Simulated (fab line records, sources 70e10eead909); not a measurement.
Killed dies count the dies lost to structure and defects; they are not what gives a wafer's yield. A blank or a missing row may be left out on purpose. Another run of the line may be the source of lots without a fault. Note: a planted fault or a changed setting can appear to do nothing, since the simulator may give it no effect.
Comparing a struck lot with a sound one	flow nandHarc	19 steps out of a route of 1302
Sound: wafers L986.1, L986.2, L986.5. Wafers struck: L995.1, L995.3, L995.6. The cause is named last.
Per side, at each step with rows, come the tool, then ch with its chambers, and then its first start. Under that, the readings that differ: sound wafers	struck wafers	difference of the means	sigmas: that difference in standard deviations of wafers without a fault.
alike: words and numbers the same on both sides, and readings whose means are apart by under 2 such deviations; not compared: readings that were withheld, readings missing a value for some wafer, numbers with overlapping values and no deviation given by the record, and bounds like >300 which may hide the same value.
The two part at a step that has a row with sigmas, a row that says differs or no value, or rows on one side only. Non-overlapping numbers with no deviation appear without sigmas and do not part them. Lack of a reading on every wafer of one side parts them only where that side has two or more wafers.

NHARC_P_GATE_ALD_36: deposits SiNx, target thk 20 nm, pulse time 60 s, ald cycles 223.
  sound on aldSin-01 ch 1,2,3, day 6 23:11; struck on aldSin-03 ch 0,2, day 10 15:08
  alike: heaterPowerW, precursorPulseHeightRel, susceptorTempC
NHARC_P_GATE_ETCHBACK_37: etches the open film in CHF3/O2, target depth 34.5 nm, time 17.2 s.
  sound: rieDiel-04 ch 2,3; struck: rieDiel-10 ch 0,2,3
  alike: drypumpMotorCurrentA, oesProductAu, rfVppV, showerheadPlenumPTorr, throttleValvePct
  not compared: rfHoursCounterH
NHARC_P_GATE_STRIP_101: strips in O2, time 20 s.
  sound on rieDiel-04 ch 1,2, day 7 07:49; struck on rieDiel-10 ch 1,2, day 11 00:43
  alike: drypumpMotorCurrentA, oesProductAu, rfVppV, showerheadPlenumPTorr, throttleValvePct
  not compared: rfHoursCounterH
then, 9 steps without rows for these wafers: NHARC_P_GATE_PRECLEAN_97 (cleans in SPM, time 600 s); NHARC_P_GATE_SRD_98; NHARC_P_GATE_PRECLEAN_99 (cleans in SC1); NHARC_P_GATE_SRD_100; NHARC_P_GATE_DEHYDRATE_38 (time 120 s); NHARC_P_GATE_HMDS_39 (time 30 s); NHARC_P_GATE_COAT_40; NHARC_P_GATE_SOFTBAKE_41 (time 95 s); NHARC_P_GATE_EBR_42.
NHARC_P_GATE_EXPOSE_43: exposes mask P NSD, target cd 720 nm.
  sound on krfScanner-03 ch 0, day 7 08:28; struck on krfScanner-01 ch 0, day 11 01:28
  alike: mask, focusOffsetNm
then, 2 steps without rows for these wafers: NHARC_P_GATE_PEB_44 (peb time 85 s); NHARC_P_GATE_DEVELOP_45 (time 70 s).
NHARC_P_GATE_CD_MEAS_46: target cd 720 nm.
  sound on cdSem-02 ch 0, day 7 08:37; struck on cdSem-02 ch 0, day 11 01:37
reading	sound	struck	difference	sigmas
cdNm (nm)	719.2 717.5 719.9	772.1 801.0 789.7	+68.7	+36
then, 1 step without rows for these wafers: NHARC_P_GATE_HARDBAKE_47 (time 80 s).
NHARC_P_GATE_DESCUM_48: chemistry O2, time 3 s.
  sound on rieDiel-10 ch 0,2,3, day 7 08:48; struck on rieDiel-10 ch 1,2,3, day 11 01:50
reading	sound	struck	difference	sigmas
model.P_GATE.cdNm (nm)	719.4 717.3 719.8	771.3 800.4 788.9	+68.0	
  alike: drypumpMotorCurrentA, oesProductAu, rfVppV, showerheadPlenumPTorr, throttleValvePct
  not compared: rfHoursCounterH
then, 1 step without rows for these wafers: NHARC_P_GATE_IMPLANT_49.

== WHERE THEY PART ==
Only at NHARC_P_GATE_CD_MEAS_46, as far as this record shows. Later steps at which nothing parts them and some readings are alike: NHARC_P_GATE_DESCUM_48.

WHY: whatever the simulator had introduced
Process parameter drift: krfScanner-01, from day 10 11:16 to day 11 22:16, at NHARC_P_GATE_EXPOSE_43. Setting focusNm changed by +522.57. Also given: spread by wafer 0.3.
